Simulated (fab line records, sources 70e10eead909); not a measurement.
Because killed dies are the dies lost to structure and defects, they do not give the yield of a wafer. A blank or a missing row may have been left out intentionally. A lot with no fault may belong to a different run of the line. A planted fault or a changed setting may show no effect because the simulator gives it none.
Matching of chambers    flow nand-harc    NHARC_A_CHANNEL_FILL_D1_STRIP_28 on rie-diel-11 has 4 sister chambers
The step strips in O2, time 20 s. 4 wafers are shown with their chamber, then 11 later ones without.

== WAFERS PAIRED WITH THEIR CHAMBERS ==
wafer   chamber  drypump-motor-current-A (A)
L087.3  1        5.6
L087.6  2        5.5
L088.6  3        5.0
L089.1  0        5.2

== WAFERS WITHOUT THEIR CHAMBER ==
wafer   drypump-motor-current-A (A)
L089.2  5.5
L089.6  5.0
L094.3  5.5
L094.4  5.0
L094.5  5.6
L096.3  5.3
L096.5  5.2
L096.6  5.6
L097.2  5.3
L097.5  5.2
L097.6  5.0

== THE CHAMBER EACH PASSED THROUGH ==
wafer   from the rows above  in truth
L089.2  2                    2
L089.6  3                    3
L094.3  2                    2
L094.4  3                    3
L094.5  1                    1
L096.3  0                    0
L096.5  0                    0
L096.6  1                    1
L097.2  0                    0
L097.5  0                    0
L097.6  3                    3
Correct placement for 11 of the 11. Can't be placed from these rows: 0. Wrongly placed: 0.
How it was worked out, from the rows above alone: a wafer's distance from a chamber is the root of the sum, over the readings, of the square of ((its reading less the chamber's mean) divided by the reading's scatter). The wafer belongs to the nearest chamber; if the next one is less than 2 further off, it can't be placed. Each chamber's mean is taken over the wafers shown for it. The scatter: with one shown wafer a chamber, the root of the mean of the squares of how far each hidden wafer lies from its nearest shown one.
